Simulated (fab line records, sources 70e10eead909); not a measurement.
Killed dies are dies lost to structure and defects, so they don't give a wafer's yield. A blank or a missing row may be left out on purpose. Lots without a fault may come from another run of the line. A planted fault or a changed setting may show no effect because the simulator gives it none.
Chamber matching | flow nand_harc | NHARC_A_STAIRCASE_CMP_472 on cmp-02: 4 sister chambers
The step polishes SiO2. 4 wafers are shown with their chamber, then 10 later ones without.

WAFERS WITH THEIR CHAMBER
wafer  | chamber | motor_current_A (A)
L076.6 | 3       | 13.5
L086.6 | 2       | 9.4
L085.1 | 1       | 12.9
L085.4 | 0       | 11.0

WAFERS WITHOUT THEIR CHAMBER
wafer  | motor_current_A (A)
L085.6 | 11.8
L088.2 | 13.6
L088.3 | 11.4
L088.6 | 11.9
L089.1 | 9.8
L089.5 | 14.0
L089.6 | 11.4
L090.4 | 12.2
L090.5 | 9.9
L090.6 | 13.7

WHICH CHAMBER EACH WENT THROUGH
wafer  | from the rows above          | in truth
L085.6 | can't be placed: 0 or 1 or 3 | 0
L088.2 | can't be placed: 3 or 1      | 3
L088.3 | 0                            | 0
L088.6 | can't be placed: 0 or 1 or 3 | 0
L089.1 | can't be placed: 2 or 0      | 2
L089.5 | can't be placed: 3 or 1      | 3
L089.6 | 0                            | 0
L090.4 | can't be placed: 1 or 0 or 3 | 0
L090.5 | can't be placed: 2 or 0      | 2
L090.6 | can't be placed: 3 or 1      | 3
Placed correctly: 2 of 10. Can't be placed from these rows: 8 (the true chamber is among the candidates in 8). Placed wrongly: 0.
How it was worked out, from the rows above alone: a wafer's distance from a chamber is the root of the sum, over the readings, of the square of ((its reading less the chamber's mean) divided by the reading's scatter). The wafer belongs to the nearest chamber; if the next one is less than 2 further off, it can't be placed. A chamber's mean is the mean of its shown wafers. The scatter: with one shown wafer a chamber, the root of the mean of the squares of how far each hidden wafer lies from its nearest shown one.
